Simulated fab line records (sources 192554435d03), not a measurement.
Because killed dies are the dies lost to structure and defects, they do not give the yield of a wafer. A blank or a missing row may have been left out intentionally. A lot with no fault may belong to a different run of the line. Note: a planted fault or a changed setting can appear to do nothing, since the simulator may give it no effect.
Chamber matching -- flow n5-finfet -- N5_DUMMY_GATE_CMP_04 on cmp-01 has 4 sister chambers
The step polishes a-Si. 14 wafers are shown with their chamber, then 7 later ones without.

## WAFERS, EACH WITH ITS CHAMBER
wafer,chamber,motor-current-A (A),time-to-endpoint-s (s),slurry-flow-ml-min
L075.2,3,10.2,12.9,149.4
L075.3,0,10.0,10.9,149.8
L075.6,0,10.2,11.9,149.6
L083.1,1,10.1,15.6,150.7
L083.5,2,7.6,16.9,150.0
L083.6,3,10.3,14.3,150.8
L085.1,2,8.0,14.2,150.4
L085.3,1,10.1,13.1,150.1
L085.5,0,10.5,11.0,149.2
L088.1,1,9.9,13.0,150.3
L088.4,3,9.5,12.4,150.4
L088.5,0,10.4,11.5,150.5
L092.1,2,7.6,12.9,150.2
L092.2,1,10.5,11.5,149.2

SIGNATURES, as means of the wafers listed above
reading,chamber 0,chamber 1,chamber 2,chamber 3,scatter within a chamber
motor-current-A,10.275,10.150,7.733,10.000,0.287
time-to-endpoint-s,11.325,13.300,14.667,13.200,1.4
slurry-flow-ml-min,149.775,150.075,150.200,150.200,0.567
Rule: a wafer lies at a distance from a chamber equal to the root of the sum of squares, over the readings, of (its reading less the chamber's mean, divided by the reading's scatter). The wafer belongs to the nearest chamber; if the next one is less than 2 further off, it can't be placed. How the scatter is found: for the shown wafers, subtract from each reading the mean of its chamber, square and add these, divide the total by (wafers less chambers), then take the root.

## WAFERS WITHOUT THEIR CHAMBER
wafer,motor-current-A (A),time-to-endpoint-s (s),slurry-flow-ml-min
L092.5,7.9,12.1,149.8
L093.3,7.5,16.2,150.2
L093.5,9.9,12.7,149.5
L093.6,7.5,14.0,150.7
L097.2,10.1,12.9,149.4
L097.3,10.4,14.2,150.2
L097.6,7.5,16.8,150.0

## WHICH CHAMBER EACH WENT THROUGH
wafer,from the rows above,in truth
L092.5,2,2
L093.3,2,2
L093.5,can't be placed: 3 or 1 or 0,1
L093.6,2,2
L097.2,can't be placed: 1 or 0 or 3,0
L097.3,can't be placed: 1 or 3 or 0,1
L097.6,2,2
4 of 7 placed correctly. Cannot be placed on the basis of these rows: 3; the candidates contain the true chamber in 3. Wrongly placed: 0.
